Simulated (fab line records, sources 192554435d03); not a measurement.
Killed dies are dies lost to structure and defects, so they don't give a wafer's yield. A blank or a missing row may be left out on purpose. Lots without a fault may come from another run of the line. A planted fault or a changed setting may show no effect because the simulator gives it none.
A struck lot beside a sound one | flow n5_finfet | 25 steps out of a route of 1938
Sound: wafers L922.1, L922.2, L922.5. Struck: wafers L932.3, L932.4, L932.5. The cause comes at the end.
At each step with rows: each side's tool, then ch and its chambers, then its first start. Under that, the readings that differ: sound wafers | struck wafers | difference of the means | sigmas: that difference in standard deviations of wafers without a fault.
alike: readings whose means differ by less than 2 such deviations, and words and numbers that are the same on both sides. not compared: withheld readings, readings that some wafer has no value for, bounds like >300 that may hide the same value, and numbers for which the record gives no deviation and whose values overlap.
The two part at a step that has a row with sigmas, a row that says differs or no value, or rows on one side only. Numbers that don't overlap but have no deviation are shown without sigmas and don't part them. A reading that every wafer of one side lacks parts them only if that side has two wafers or more.

first, 1 step without rows for these wafers: N5_BEOL_M5_ETCH_72 (etches underlayer in N2/H2, target depth 6.5 nm, time 5.2 s).
N5_BEOL_M5_ETCH_61: etches SiARC in CF4, target depth 15.6 nm, time 26 s.
  sound on rie_diel-05 ch 0,2,3, day 9 18:44; struck on rie_diel-02 ch 1,3, day 12 10:15
  alike: drypump_motor_current_A, etch_rf_on_time_s, oes_product_au, rf_vpp_V, showerhead_plenum_p_Torr, throttle_valve_pct
  not compared: rf_hours_counter_h
then, 3 steps without rows for these wafers: N5_BEOL_M5_ETCH_62 (etches SOC in N2/H2, target depth 75 nm, overetch 15 nm, time 112.5 s); N5_BEOL_M5_STRIP_63 (strips in N2/H2); N5_BEOL_M5_STRIP_73 (strips in N2/H2).
N5_BEOL_M5_STRIP_64: strips in CF4.
  sound on rie_diel-05 ch 0,2,3, day 9 18:54; struck on rie_diel-02 ch 1,3, day 12 10:25
  alike: drypump_motor_current_A, oes_product_au, rf_vpp_V, showerhead_plenum_p_Torr, throttle_valve_pct
  not compared: rf_hours_counter_h
then, 1 step without rows for these wafers: N5_BEOL_M5_HM_OPEN_17 (chemistry Cl2/BCl3, target TiN, target depth 20 nm, overetch 6 nm).
N5_BEOL_M5_STRIP_19: strips in O2.
  sound on rie_diel-06 ch 0,2,3, day 9 19:03; struck on rie_diel-05 ch 0,2,3, day 12 10:34
  alike: drypump_motor_current_A, oes_product_au, rf_vpp_V, showerhead_plenum_p_Torr, temp_c, throttle_valve_pct
  not compared: rf_hours_counter_h
N5_BEOL_M5_CD_MEAS_18: pitch 56 nm, target cd 28 nm.
  sound on cd_sem-02, day 9 19:07; struck on cd_sem-03, day 12 10:38
  alike: cd_nm
then, 3 steps without rows for these wafers: N5_BEOL_M5_COAT_65 (time 60 s, resist thk 60 nm); N5_BEOL_M5_COAT_66 (time 60 s, resist thk 12 nm); N5_BEOL_M5_COAT_74 (time 60 s, resist thk 5 nm).
N5_BEOL_M5_COAT_22: resist thk 30 nm.
  sound on litho_track-01 ch 0, day 9 21:58; struck on litho_track-03 ch 0, day 12 12:35
  reading                                      | sound                | struck               | difference | sigmas
  spin_speed_rpm (rpm)                         | 1500.7 1499.9 1499.0 | 1461.1 1462.6 1462.3 | -37.9      | -39
  model.CAR-EUV_of_BEOL_M5_COAT_22.thk_nm (nm) | 30 30 30             | 30.2 30.2 30.2       | +0.2       |
  alike: chill_plate_temp_C
then, 5 steps without rows for these wafers: N5_BEOL_M5_EBR_24; N5_BEOL_M5_SOFTBAKE_23 (time 60 s); N5_BEOL_M5_EXPOSE_25 (exposes mask V4, defocus 10 nm); N5_BEOL_M5_PEB_26 (peb time 60 s); N5_BEOL_M5_DEVELOP_27 (develop time 30 s).
N5_BEOL_M5_CD_MEAS_28: target cd 30.6 nm, target cd y 20 nm.
  sound on cd_sem-02 ch 0, day 9 22:16; struck on cd_sem-03 ch 0, day 12 13:02
  alike: cd_nm
N5_BEOL_M5_OVL_MEAS_29:
  sound on overlay-01 ch 0, day 9 22:17; struck on overlay-02 ch 0, day 12 13:04
  reading     | sound          | struck       | difference | sigmas
  V4_OVL (nm) | -1.9 -0.6 -1.0 | 1.7 -0.1 1.0 | +2.0       | +3
N5_BEOL_M5_INSPECT_30: inspects for defects (brightfield).
  sound on defect_inspect-01, day 9 22:20; struck on defect_inspect-01, day 12 13:07
  alike: raw_defect_count
then, 1 step without rows for these wafers: N5_BEOL_M5_DESCUM_33 (chemistry O2, time 7 s).
N5_BEOL_M5_ETCH_75: etches underlayer in N2/H2, target depth 6.5 nm, time 5.2 s.
  sound on rie_diel-02 ch 1,3, day 9 22:25; struck on rie_diel-06 ch 1,2,3, day 12 13:11
  alike: drypump_motor_current_A, etch_rf_on_time_s, oes_product_au, rf_vpp_V, showerhead_plenum_p_Torr, throttle_valve_pct
  not compared: rf_hours_counter_h
N5_BEOL_M5_ETCH_67: etches SiARC in CF4, target depth 15.6 nm, time 26 s.
  sound on rie_diel-02 ch 1,3, day 9 22:26; struck on rie_diel-06 ch 1,2,3, day 12 13:12
  reading                                      | sound        | struck         | difference | sigmas
  model.CAR-EUV_of_BEOL_M5_COAT_22.thk_nm (nm) | 11 11.2 11.2 | 11.4 11.4 11.4 | +0.3       |
  alike: drypump_motor_current_A, etch_rf_on_time_s, oes_product_au, rf_vpp_V, showerhead_plenum_p_Torr, throttle_valve_pct
  not compared: rf_hours_counter_h
N5_BEOL_M5_ETCH_68: etches SOC in N2/H2, target depth 80 nm, overetch 16 nm, time 120 s.
  sound on rie_diel-02 ch 1,3, day 9 22:28; struck on rie_diel-06 ch 1,2,3, day 12 13:14
  alike: drypump_motor_current_A, oes_product_au, rf_vpp_V, showerhead_plenum_p_Torr, temp_c, throttle_valve_pct
  not compared: rf_hours_counter_h

WHERE THEY PART
First at N5_BEOL_M5_COAT_22; last, within this record, at N5_BEOL_M5_OVL_MEAS_29. Later steps at which nothing parts them and some readings are alike: N5_BEOL_M5_INSPECT_30, N5_BEOL_M5_ETCH_75, N5_BEOL_M5_ETCH_67, N5_BEOL_M5_ETCH_68.

WHY: what the simulator had put in
Process parameter drift: litho_track-03, from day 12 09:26 on, at N5_BEOL_M5_COAT_22. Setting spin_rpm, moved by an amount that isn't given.
